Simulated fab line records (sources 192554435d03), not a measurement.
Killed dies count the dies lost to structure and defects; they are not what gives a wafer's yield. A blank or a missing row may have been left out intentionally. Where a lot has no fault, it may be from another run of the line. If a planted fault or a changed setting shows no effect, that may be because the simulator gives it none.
Chamber matching | flow n5_finfet | N5_BEOL_M8_VIA_ETCH_34 on rie_diel-01: 4 sister chambers
The step etches SiCOH lowk in C4F6/O2, target depth 125.5 nm, time 50.5 s. 4 wafers are shown with their chamber, then 7 later ones without.

== WAFERS PAIRED WITH THEIR CHAMBERS ==
wafer  | chamber | showerhead_plenum_p_Torr (Torr)
L078.6 | 2       | 2.82
L088.1 | 3       | 2.71
L089.1 | 0       | 2.92
L089.2 | 1       | 2.99

== WAFERS WITH NO CHAMBER GIVEN ==
wafer  | showerhead_plenum_p_Torr (Torr)
L089.6 | 2.70
L091.1 | 2.70
L091.4 | 2.91
L091.5 | 2.91
L097.1 | 2.91
L097.4 | 2.98
L097.6 | 2.91

== EACH ONE'S CHAMBER ==
wafer  | from the rows above | in truth
L089.6 | 3                   | 3
L091.1 | 3                   | 3
L091.4 | 0                   | 0
L091.5 | 0                   | 0
L097.1 | 0                   | 0
L097.4 | 1                   | 1
L097.6 | 0                   | 0
Correctly placed: 7 of 7. Not placeable from these rows: 0. Number placed wrongly: 0.
How it was worked out, from the rows above alone: a wafer's distance from a chamber is the root of the sum, over the readings, of the square of ((its reading less the chamber's mean) divided by the reading's scatter). If the next closest chamber is less than 2 further off than the closest, the wafer can't be placed; otherwise it belongs to the closest. Each chamber's mean is taken over the wafers shown for it. The scatter: with one shown wafer a chamber, the root of the mean of the squares of how far each hidden wafer lies from its nearest shown one.
